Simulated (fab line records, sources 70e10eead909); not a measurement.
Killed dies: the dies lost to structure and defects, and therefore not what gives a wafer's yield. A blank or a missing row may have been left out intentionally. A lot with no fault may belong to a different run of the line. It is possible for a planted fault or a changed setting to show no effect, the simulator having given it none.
Matching of chambers    flow nand harc    NHARC_A_STAIRCASE_DEP_156 on pecvd-01: 3 sister chambers
The step deposits SiNx, target thk 50 nm. 16 wafers are shown with their chamber, then 8 later ones without.

## WAFERS WITH THEIR CHAMBER
wafer   chamber  heater power w (W)
L081.2  2        714
L081.3  1        745
L081.4  1        739
L082.1  2        710
L082.2  1        782
L082.4  1        771
L084.3  0        797
L084.4  1        777
L084.5  2        740
L085.3  0        834
L085.4  0        837
L085.5  2        749
L092.2  0        769
L092.3  2        605
L092.6  2        619
L093.1  2        730

SIGNATURES (means of the wafers above)
reading         chamber 0  chamber 1  chamber 2  scatter within a chamber
heater power w  809.25     762.80     695.29     44.1
Rule: a wafer's distance from a chamber is the root of the sum, over the readings, of the square of ((its reading less the chamber's mean) divided by the reading's scatter). The wafer belongs to the nearest chamber; if the next one is less than 2 further off, it can't be placed. The scatter is the square root of a quotient: the sum, over the shown wafers, of each reading's squared deviation from its chamber's mean, divided by wafers minus chambers.

## WAFERS WHOSE CHAMBER IS MISSING
wafer   heater power w (W)
L093.3  782
L093.5  793
L096.3  734
L096.4  713
L096.5  651
L095.1  695
L095.4  820
L095.6  784

## WHICH CHAMBER EACH WENT THROUGH
wafer   from the rows above           in truth
L093.3  can't be placed: 1 or 0 or 2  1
L093.5  can't be placed: 0 or 1 or 2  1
L096.3  can't be placed: 1 or 2 or 0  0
L096.4  can't be placed: 2 or 1 or 0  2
L096.5  can't be placed: 2 or 1       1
L095.1  can't be placed: 2 or 1       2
L095.4  can't be placed: 0 or 1       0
L095.6  can't be placed: 1 or 0 or 2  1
Correct placement for 0 of the 8. Cannot be placed on the basis of these rows: 8; the candidates contain the true chamber in 8. Placed wrongly: 0.
